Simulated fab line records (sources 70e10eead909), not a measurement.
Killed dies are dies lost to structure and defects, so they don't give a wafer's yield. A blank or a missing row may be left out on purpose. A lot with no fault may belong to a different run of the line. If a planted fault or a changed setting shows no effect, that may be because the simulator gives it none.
Matching of chambers	flow nand_harc	4 sister chambers for NHARC_P_M0_ETCH_34 on rie_diel-05
The step etches the open film in N2/H2, target depth 40 nm, overetch 12 nm, time 43.94 s. 4 wafers are shown with their chamber, then 7 later ones without.

WAFERS, EACH WITH ITS CHAMBER
wafer	chamber	rf_vpp_V (V)
L080.5	1	427.0
L091.3	2	428.1
L092.3	3	428.1
L092.4	0	429.0

WAFERS WITHOUT THEIR CHAMBER
wafer	rf_vpp_V (V)
L092.5	425.8
L094.1	427.3
L094.4	426.0
L094.6	432.0
L095.2	433.1
L095.5	428.0
L095.6	430.7

EACH ONE'S CHAMBER
wafer	from the rows above	in truth
L092.5	can't be placed: 1 or 2 or 3 or 0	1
L094.1	can't be placed: 1 or 2 or 3 or 0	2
L094.4	can't be placed: 1 or 2 or 3 or 0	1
L094.6	can't be placed: 0 or 2 or 3 or 1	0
L095.2	can't be placed: 0 or 2 or 3 or 1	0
L095.5	can't be placed: 2 or 3 or 0 or 1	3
L095.6	can't be placed: 0 or 2 or 3 or 1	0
Correct placement for 0 of the 7. Unplaceable from these rows: 7, with the true chamber sitting among the candidates in 7. Number placed wrongly: 0.
How it was worked out, from the rows above alone: a wafer's distance from a chamber is the root of the sum, over the readings, of the square of ((its reading less the chamber's mean) divided by the reading's scatter). If the next closest chamber is less than 2 further off than the closest, the wafer can't be placed; otherwise it belongs to the closest. A chamber's mean is the mean of its shown wafers. The scatter (one wafer shown for each chamber): square how far every hidden wafer sits from the nearest shown wafer, average those squares and take the square root.
